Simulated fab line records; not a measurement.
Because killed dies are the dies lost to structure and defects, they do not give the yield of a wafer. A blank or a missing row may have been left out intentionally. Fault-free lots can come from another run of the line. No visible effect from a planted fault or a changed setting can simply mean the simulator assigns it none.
Which tool did it? | flow n5Finfet | 23 lots, 69 wafers sampled, at 6 steps of a route of 1938

== WHAT THE GAUGES READ, wafer by wafer ==
No reading from a measuring or inspecting step in the record can be judged against a usual standard deviation.

== TOOL THAT RAN EACH LOT (tool first, then ch and the chambers of the sampled wafers, then the start) ==
lot  | N5_BEOL_M0_SAQP_SPACER2_ETCHBACK_27 | N5_BEOL_M0_ETCH_128               | N5_BEOL_M0_ETCH_109               | N5_BEOL_M0_ALD_136                 | N5_BEOL_M0_SURFACE_TREAT_137 | N5_BEOL_M0_ANNEAL_135
L074 | rieDiel-05 ch 1,2,3, day 5 18:01    | rieDiel-06 ch 1,3, day 5 21:11    | rieDiel-02 ch 1,3, day 5 21:26    | aldMetal-04 ch 0,1,2, day 5 22:29  | pvdSputter-01, day 5 22:47   | pvdSputter-02, day 5 23:20
L075 | rieDiel-05 ch 0,1,3, day 6 06:16    | rieDiel-06 ch 1,2,3, day 6 11:30  | rieDiel-06 ch 0,2,3, day 6 11:56  | aldMetal-02 ch 1,2,3, day 6 12:34  | pvdSputter-02, day 6 12:51   | pvdSputter-03, day 6 13:36
L077 | rieDiel-05 ch 1,2,3, day 6 16:41    | rieDiel-02 ch 0,2,3, day 6 22:58  | rieDiel-06 ch 0,1,2, day 6 23:15  | aldMetal-04 ch 0,1,2, day 7 00:07  | pvdSputter-02, day 7 00:24   | pvdSputter-02, day 7 01:02
L076 | rieDiel-05 ch 0,2,3, day 6 17:39    | rieDiel-06 ch 0,2,3, day 6 23:01  | rieDiel-04 ch 0,3, day 6 23:16    | aldMetal-02 ch 1,2,3, day 7 00:19  | pvdSputter-02, day 7 00:41   | pvdSputter-02, day 7 01:31
L078 | rieDiel-03 ch 0,1,3, day 6 19:55    | rieDiel-04 ch 1,2,3, day 7 03:46  | rieDiel-04 ch 0,3, day 7 04:01    | aldMetal-02 ch 0,3, day 7 04:44    | pvdSputter-03, day 7 05:02   | pvdSputter-03, day 7 05:43
L079 | rieDiel-03 ch 0,1,2, day 7 01:16    | rieDiel-06 ch 2,3, day 7 04:23    | rieDiel-04 ch 1,2,3, day 7 04:39  | aldMetal-02 ch 0,1,2, day 7 06:02  | pvdSputter-03, day 7 06:16   | pvdSputter-03, day 7 06:45
L081 | rieDiel-05 ch 2,3, day 7 08:06      | rieDiel-04 ch 0,3, day 7 11:08    | rieDiel-06 ch 1,3, day 7 11:24    | aldMetal-02 ch 1,3, day 7 12:13    | pvdSputter-01, day 7 12:32   | pvdSputter-01, day 7 13:03
L080 | rieDiel-01 ch 0,1,3, day 7 14:45    | rieDiel-06 ch 0,1, day 7 18:37    | rieDiel-06 ch 0,1,3, day 7 18:53  | aldMetal-02 ch 0,2,3, day 7 19:40  | pvdSputter-01, day 7 20:05   | pvdSputter-01, day 7 20:39
L082 | rieDiel-03 ch 0,1,2, day 7 19:46    | rieDiel-02 ch 0,1,2, day 8 01:16  | rieDiel-04 ch 1,2,3, day 8 01:31  | aldMetal-04 ch 1,2,3, day 8 02:17  | pvdSputter-03, day 8 02:37   | pvdSputter-01, day 8 03:09
L083 | rieDiel-01 ch 2,3, day 8 01:43      | rieDiel-06 ch 1,3, day 8 05:49    | rieDiel-02 ch 0,2,3, day 8 06:05  | aldMetal-02 ch 1,2, day 8 06:43    | pvdSputter-02, day 8 06:59   | pvdSputter-01, day 8 07:34
L084 | rieDiel-03 ch 0,2, day 8 09:52      | rieDiel-02 ch 1,2,3, day 8 13:48  | rieDiel-04 ch 0,1,3, day 8 14:35  | aldMetal-04 ch 2,3, day 8 16:50    | pvdSputter-03, day 8 17:04   | pvdSputter-01, day 8 17:33
L085 | rieDiel-01 ch 0,2,3, day 8 10:38    | rieDiel-04 ch 0,3, day 8 14:23    | rieDiel-04 ch 1,3, day 8 14:56    | aldMetal-01 ch 1,3, day 8 16:55    | pvdSputter-02, day 8 17:10   | pvdSputter-02, day 8 17:39
L086 | rieDiel-01 ch 0,2,3, day 8 16:12    | rieDiel-04 ch 0,1,2, day 8 20:07  | rieDiel-04 ch 0,1,2, day 8 20:22  | aldMetal-01 ch 0,3, day 8 21:01    | pvdSputter-03, day 8 21:22   | pvdSputter-01, day 8 23:33
L087 | rieDiel-03 ch 0,2,3, day 9 01:19    | rieDiel-02 ch 0,2,3, day 9 10:44  | rieDiel-02 ch 2,3, day 9 11:03    | aldMetal-04 ch 2,3, day 9 11:49    | pvdSputter-01, day 9 12:23   | pvdSputter-01, day 9 12:54
L088 | rieDiel-01 ch 0,1, day 9 01:50      | rieDiel-04 ch 1,2,3, day 9 08:45  | rieDiel-06 ch 0,1,3, day 9 09:00  | aldMetal-01 ch 0,1, day 9 09:48    | pvdSputter-03, day 9 10:17   | pvdSputter-02, day 9 11:01
L089 | rieDiel-01 ch 0,3, day 9 08:20      | rieDiel-02 ch 0,2, day 9 14:05    | rieDiel-06 ch 1,2,3, day 9 14:20  | aldMetal-04 ch 0,1,2, day 9 15:08  | pvdSputter-03, day 9 15:22   | pvdSputter-02, day 9 17:22
L090 | rieDiel-01 ch 0,1,2, day 9 15:20    | rieDiel-06 ch 0,3, day 9 20:42    | rieDiel-02 ch 1,2,3, day 9 20:58  | aldMetal-02 ch 0,1,3, day 9 21:53  | pvdSputter-03, day 9 22:22   | pvdSputter-03, day 9 22:55
L091 | rieDiel-01 ch 0,1, day 10 01:30     | rieDiel-02 ch 0,1, day 10 10:34   | rieDiel-06 ch 0,2,3, day 10 10:50 | aldMetal-04 ch 0,1,2, day 10 11:33 | pvdSputter-01, day 10 11:58  | pvdSputter-03, day 10 12:30
L092 | rieDiel-01 ch 1,2,3, day 10 05:32   | rieDiel-06 ch 1,2,3, day 10 10:36 | rieDiel-02 ch 0,2,3, day 10 10:52 | aldMetal-01 ch 0,1,2, day 10 11:40 | pvdSputter-01, day 10 12:00  | pvdSputter-01, day 10 12:41
L093 | rieDiel-03 ch 1,2, day 10 09:05     | rieDiel-02 ch 1,2,3, day 10 13:01 | rieDiel-06 ch 0,3, day 10 13:32   | aldMetal-01 ch 0,1,3, day 10 13:50 | pvdSputter-02, day 10 14:55  | pvdSputter-02, day 10 15:28
L094 | rieDiel-01 ch 0,1,3, day 10 14:48   | rieDiel-04 ch 0,1,2, day 10 18:33 | rieDiel-02 ch 0,1,2, day 10 19:05 | aldMetal-01 ch 0,1,2, day 10 19:40 | pvdSputter-01, day 10 20:07  | pvdSputter-03, day 10 21:00
L095 | rieDiel-05 ch 1,2, day 10 19:21     | rieDiel-04 ch 0,1, day 11 01:16   | rieDiel-02 ch 1,2,3, day 11 01:32 | aldMetal-02 ch 1,2, day 11 02:02   | pvdSputter-02, day 11 02:31  | pvdSputter-03, day 11 03:28
L097 | rieDiel-05 ch 0,1,2, day 11 11:44   | rieDiel-02 ch 1,2,3, day 11 16:50 | rieDiel-04 ch 0,1,2, day 11 17:37 | aldMetal-04 ch 1,2,3, day 11 18:13 | pvdSputter-02, day 11 18:29  | pvdSputter-03, day 11 19:51
- N5_BEOL_M0_SAQP_SPACER2_ETCHBACK_27: etches SiO2 in CHF3/O2, target depth 22.5 nm, time 11.25 s.
- N5_BEOL_M0_ETCH_128: etches SiCN in CF4/N2, target depth 12 nm, overetch 5.1 nm, time 21.4 s.
- N5_BEOL_M0_ETCH_109: etches SiCN in CH3F/O2, target depth 8 nm, overetch 2.4 nm, time 27.4 s.
- N5_BEOL_M0_ALD_136: deposits TaN, pulse time 2 s, purge time 3 s, co reactant purge time 2 s.
- N5_BEOL_M0_SURFACE_TREAT_137
- N5_BEOL_M0_ANNEAL_135: time 60 s.

== AS READ BY THE TOOLS THEMSELVES (means over the sampled wafers that have a number; for cases with no such wafer, the mark the record gives instead) ==
N5_BEOL_M0_SAQP_SPACER2_ETCHBACK_27. Usual: drypumpMotorCurrentA 5.8 A, standard deviation 0.49; oesProductAu 0.80 a.u., standard deviation 0.1; rfVppV 518 V, standard deviation 16; showerheadPlenumPTorr 2.37 Torr, standard deviation 0.056; throttleValvePct 18.82 %, standard deviation 0.24.
lot  | tool       | drypumpMotorCurrentA (A) | oesProductAu (a.u.) | rfVppV (V) | showerheadPlenumPTorr (Torr) | throttleValvePct (%) | flag
L074 | rieDiel-05 | 5.5                      | 0.93                | 526        | 2.46                         | 18.57                | 
L075 | rieDiel-05 | 5.8                      | 0.88                | 514        | 2.42                         | 18.77                | 
L077 | rieDiel-05 | 5.5                      | 0.91                | 525        | 2.45                         | 18.59                | 
L076 | rieDiel-05 | 5.9                      | 0.89                | 517        | 2.41                         | 18.68                | 
L078 | rieDiel-03 | 5.9                      | 0.87                | 516        | 2.37                         | 18.82                | 
L079 | rieDiel-03 | 5.5                      | 0.78                | 522        | 2.39                         | 19.06                | 
L081 | rieDiel-05 | 5.6                      | 0.95                | 526        | 2.45                         | 18.64                | 
L080 | rieDiel-01 | 6.0                      | 0.73                | 515        | 2.34                         | 18.91                | 
L082 | rieDiel-03 | 5.5                      | 0.78                | 522        | 2.39                         | 19.06                | 
L083 | rieDiel-01 | 6.1                      | 0.79                | 498        | 2.34                         | 18.76                | 
L084 | rieDiel-03 | 6.1                      | 0.70                | 521        | 2.41                         | 19.18                | 
L085 | rieDiel-01 | 6.0                      | 0.79                | 516        | 2.36                         | 18.84                | 
L086 | rieDiel-01 | 6.0                      | 0.78                | 516        | 2.36                         | 18.83                | 
L087 | rieDiel-03 | 6.0                      | 0.78                | 523        | 2.38                         | 18.89                | 
L088 | rieDiel-01 | 5.9                      | 0.72                | 532        | 2.36                         | 18.98                | 
L089 | rieDiel-01 | 6.2                      | 0.75                | 505        | 2.35                         | 18.87                | 
L090 | rieDiel-01 | 5.8                      | 0.75                | 525        | 2.34                         | 18.91                | 
L091 | rieDiel-01 | 5.8                      | 0.68                | 523        | 2.32                         | 19.00                | 
L092 | rieDiel-01 | 5.9                      | 0.75                | 507        | 2.32                         | 18.86                | 
L093 | rieDiel-03 | 4.9                      | 0.83                | 524        | 2.36                         | 19.00                | 
L094 | rieDiel-01 | 6.0                      | 0.71                | 515        | 2.33                         | 18.94                | 
L095 | rieDiel-05 | 5.6                      | 0.84                | 528        | 2.43                         | 18.50                | 
L097 | rieDiel-05 | 5.8                      | 0.79                | 516        | 2.40                         | 18.71                | 

N5_BEOL_M0_ETCH_128. Usual: drypumpMotorCurrentA 5.6 A, standard deviation 0.4; oesProductAu 0.54 a.u., standard deviation 0.063; rfVppV 381.6 V, standard deviation 1.7; showerheadPlenumPTorr 2.18 Torr, standard deviation 0.053; throttleValvePct 15.49 %, standard deviation 0.15.
lot  | tool       | drypumpMotorCurrentA (A) | oesProductAu (a.u.) | rfVppV (V) | showerheadPlenumPTorr (Torr) | throttleValvePct (%) | flag
L074 | rieDiel-06 | 5.7                      | 0.62                | 380.6      | 2.17                         | 15.37                | 
L075 | rieDiel-06 | 5.7                      | 0.63                | 382.4      | 2.18                         | 15.50                | 
L077 | rieDiel-02 | 5.3                      | 0.53                | 382.2      | 2.24                         | 15.42                | 
L076 | rieDiel-06 | 5.6                      | 0.53                | 381.8      | 2.18                         | 15.53                | 
L078 | rieDiel-04 | 5.5                      | 0.53                | 381.0      | 2.15                         | 15.54                | 
L079 | rieDiel-06 | 5.5                      | 0.54                | 382.0      | 2.19                         | 15.56                | 
L081 | rieDiel-04 | 5.9                      | 0.50                | 384.0      | 2.22                         | 15.44                | 
L080 | rieDiel-06 | 5.9                      | 0.54                | 381.1      | 2.17                         | 15.59                | 
L082 | rieDiel-02 | 5.4                      | 0.50                | 383.2      | 2.21                         | 15.36                | 
L083 | rieDiel-06 | 5.7                      | 0.59                | 381.2      | 2.16                         | 15.42                | 
L084 | rieDiel-02 | 5.2                      | 0.53                | 381.5      | 2.18                         | 15.40                | 
L085 | rieDiel-04 | 5.9                      | 0.49                | 383.1      | 2.22                         | 15.48                | 
L086 | rieDiel-04 | 5.7                      | 0.49                | 381.7      | 2.19                         | 15.58                | 
L087 | rieDiel-02 | 5.3                      | 0.53                | 382.2      | 2.23                         | 15.45                | 
L088 | rieDiel-04 | 5.5                      | 0.50                | 380.4      | 2.14                         | 15.58                | 
L089 | rieDiel-02 | 5.2                      | 0.50                | 384.0      | 2.26                         | 15.38                | 
L090 | rieDiel-06 | 5.5                      | 0.59                | 381.2      | 2.16                         | 15.31                | 
L091 | rieDiel-02 | 5.8                      | 0.48                | 381.2      | 2.15                         | 15.41                | 
L092 | rieDiel-06 | 5.7                      | 0.56                | 382.1      | 2.17                         | 15.57                | 
L093 | rieDiel-02 | 5.2                      | 0.51                | 381.8      | 2.17                         | 15.43                | 
L094 | rieDiel-04 | 5.7                      | 0.49                | 382.4      | 2.18                         | 15.61                | 
L095 | rieDiel-04 | 5.8                      | 0.52                | 382.9      | 2.21                         | 15.60                | 
L097 | rieDiel-02 | 5.2                      | 0.51                | 381.8      | 2.17                         | 15.44                | 

N5_BEOL_M0_ETCH_109. Usual: drypumpMotorCurrentA 5.6 A, standard deviation 0.4; oesProductAu 0.67 a.u., standard deviation 0.066; rfVppV 296.8 V, standard deviation 1.4; showerheadPlenumPTorr 1.97 Torr, standard deviation 0.05; throttleValvePct 16.36 %, standard deviation 0.16.
lot  | tool       | drypumpMotorCurrentA (A) | oesProductAu (a.u.) | rfVppV (V) | showerheadPlenumPTorr (Torr) | throttleValvePct (%) | flag
L074 | rieDiel-02 | 5.5                      | 0.68                | 295.2      | 1.91                         | 16.18                | 
L075 | rieDiel-06 | 5.6                      | 0.67                | 297.6      | 1.98                         | 16.41                | 
L077 | rieDiel-06 | 5.8                      | 0.68                | 297.5      | 1.97                         | 16.46                | 
L076 | rieDiel-04 | 5.9                      | 0.65                | 298.1      | 2.03                         | 16.38                | 
L078 | rieDiel-04 | 5.7                      | 0.66                | 296.7      | 2.00                         | 16.41                | 
L079 | rieDiel-04 | 5.5                      | 0.66                | 296.4      | 1.96                         | 16.47                | 
L081 | rieDiel-06 | 6.0                      | 0.77                | 296.5      | 1.96                         | 16.35                | 
L080 | rieDiel-06 | 5.8                      | 0.70                | 296.9      | 1.97                         | 16.39                | 
L082 | rieDiel-04 | 5.5                      | 0.64                | 295.7      | 1.95                         | 16.49                | 
L083 | rieDiel-02 | 5.3                      | 0.67                | 297.7      | 2.02                         | 16.27                | 
L084 | rieDiel-04 | 5.6                      | 0.65                | 296.6      | 1.98                         | 16.52                | 
L085 | rieDiel-04 | 5.4                      | 0.67                | 295.6      | 1.94                         | 16.55                | 
L086 | rieDiel-04 | 5.7                      | 0.61                | 296.4      | 1.99                         | 16.48                | 
L087 | rieDiel-02 | 5.1                      | 0.72                | 297.3      | 1.98                         | 16.32                | 
L088 | rieDiel-06 | 5.8                      | 0.78                | 296.4      | 1.96                         | 16.26                | 
L089 | rieDiel-06 | 5.7                      | 0.70                | 297.5      | 1.96                         | 16.43                | 
L090 | rieDiel-02 | 5.2                      | 0.65                | 296.3      | 1.96                         | 16.24                | 
L091 | rieDiel-06 | 5.6                      | 0.72                | 296.0      | 1.97                         | 16.33                | 
L092 | rieDiel-02 | 5.3                      | 0.66                | 297.3      | 2.01                         | 16.30                | 
L093 | rieDiel-06 | 5.6                      | 0.76                | 296.8      | 1.96                         | 16.24                | 
L094 | rieDiel-02 | 5.5                      | 0.62                | 297.5      | 1.99                         | 16.22                | 
L095 | rieDiel-02 | 5.2                      | 0.65                | 298.2      | 1.95                         | 16.27                | 
L097 | rieDiel-04 | 5.7                      | 0.62                | 297.7      | 1.98                         | 16.52                | 

N5_BEOL_M0_ALD_136. Usual: heaterPowerW 440 W, standard deviation 39; precursorVesselPressureTorr 26.26 Torr, standard deviation 0.058; precursorVesselTempC 74.99 C, standard deviation 0.13.
lot  | tool        | heaterPowerW (W) | precursorVesselPressureTorr (Torr) | precursorVesselTempC (C) | flag
L074 | aldMetal-04 | 449              | 26.26                              | 74.96                    | 
L075 | aldMetal-02 | 423              | 26.25                              | 75.11                    | 
L077 | aldMetal-04 | 447              | 26.22                              | 75.04                    | 
L076 | aldMetal-02 | 425              | 26.22                              | 75.06                    | 
L078 | aldMetal-02 | 428              | 26.20                              | 74.92                    | 
L079 | aldMetal-02 | 440              | 26.29                              | 75.10                    | 
L081 | aldMetal-02 | 409              | 26.30                              | 75.03                    | 
L080 | aldMetal-02 | 433              | 26.26                              | 74.90                    | 
L082 | aldMetal-04 | 440              | 26.29                              | 74.87                    | 
L083 | aldMetal-02 | 425              | 26.29                              | 75.07                    | 
L084 | aldMetal-04 | 450              | 26.24                              | 74.95                    | 
L085 | aldMetal-01 | 418              | 26.24                              | 74.85                    | 
L086 | aldMetal-01 | 474              | 26.27                              | 75.01                    | 
L087 | aldMetal-04 | 414              | 26.29                              | 75.02                    | 
L088 | aldMetal-01 | 486              | 26.29                              | 74.99                    | 
L089 | aldMetal-04 | 452              | 26.30                              | 75.03                    | 
L090 | aldMetal-02 | 420              | 26.29                              | 75.04                    | 
L091 | aldMetal-04 | 446              | 26.25                              | 75.07                    | 
L092 | aldMetal-01 | 467              | 26.25                              | 75.05                    | 
L093 | aldMetal-01 | 459              | 26.21                              | 74.94                    | 
L094 | aldMetal-01 | 460              | 26.27                              | 74.87                    | 
L095 | aldMetal-02 | 426              | 26.23                              | 75.03                    | 
L097 | aldMetal-04 | 437              | 26.28                              | 74.93                    | 

N5_BEOL_M0_SURFACE_TREAT_137. Usual: arFlowSccm at 30.01 sccm, with a standard deviation of 0.088.
lot  | tool          | arFlowSccm (sccm) | flag
L074 | pvdSputter-01 | 30.00             | 
L075 | pvdSputter-02 | 30.01             | 
L077 | pvdSputter-02 | 29.98             | 
L076 | pvdSputter-02 | 29.91             | 
L078 | pvdSputter-03 | 29.94             | 
L079 | pvdSputter-03 | 30.03             | 
L081 | pvdSputter-01 | 29.98             | 
L080 | pvdSputter-01 | 30.10             | 
L082 | pvdSputter-03 | 30.02             | 
L083 | pvdSputter-02 | 29.98             | 
L084 | pvdSputter-03 | 30.08             | 
L085 | pvdSputter-02 | 29.99             | 
L086 | pvdSputter-03 | 30.04             | 
L087 | pvdSputter-01 | 29.90             | 
L088 | pvdSputter-03 | 30.11             | 
L089 | pvdSputter-03 | 30.07             | 
L090 | pvdSputter-03 | 30.03             | 
L091 | pvdSputter-01 | 29.97             | 
L092 | pvdSputter-01 | 30.04             | 
L093 | pvdSputter-02 | 30.14             | 
L094 | pvdSputter-01 | 30.02             | 
L095 | pvdSputter-02 | 30.07             | 
L097 | pvdSputter-02 | 29.95             | 

N5_BEOL_M0_ANNEAL_135. Usual: heaterPowerW at 814 W, with a standard deviation of 84.
lot  | tool          | heaterPowerW (W) | flag
L074 | pvdSputter-02 | 852              | 
L075 | pvdSputter-03 | 749              | 
L077 | pvdSputter-02 | 860              | 
L076 | pvdSputter-02 | 754              | 
L078 | pvdSputter-03 | 799              | 
L079 | pvdSputter-03 | 791              | 
L081 | pvdSputter-01 | 860              | 
L080 | pvdSputter-01 | 891              | 
L082 | pvdSputter-01 | 877              | 
L083 | pvdSputter-01 | 885              | 
L084 | pvdSputter-01 | 858              | 
L085 | pvdSputter-02 | 666              | 
L086 | pvdSputter-01 | 869              | 
L087 | pvdSputter-01 | 848              | 
L088 | pvdSputter-02 | 809              | 
L089 | pvdSputter-02 | 828              | 
L090 | pvdSputter-03 | 849              | 
L091 | pvdSputter-03 | 873              | 
L092 | pvdSputter-01 | 863              | 
L093 | pvdSputter-02 | 744              | 
L094 | pvdSputter-03 | 825              | 
L095 | pvdSputter-03 | 881              | 
L097 | pvdSputter-03 | 767              | 

== THE ANSWER, worked out from the rows above alone ==
Rule: a lot is off if the mean of its wafers that have a number lies more than 3 standard deviations from the usual mean. Also off: a lot with no number at a reading for which 4 or more lots have one. The other lots that the step has rows for count as sound. After the gauges, taken in route order, come the tools' own readings; for these a lot's mean is taken, as printed above. The first step at which some lot is off is used, and at that step the reading that is off furthest; a lot without a number counts as furthest.
None of the lots is off at any reading shown; this tells nothing.

== WHAT THE SIMULATOR HAD INSERTED ==
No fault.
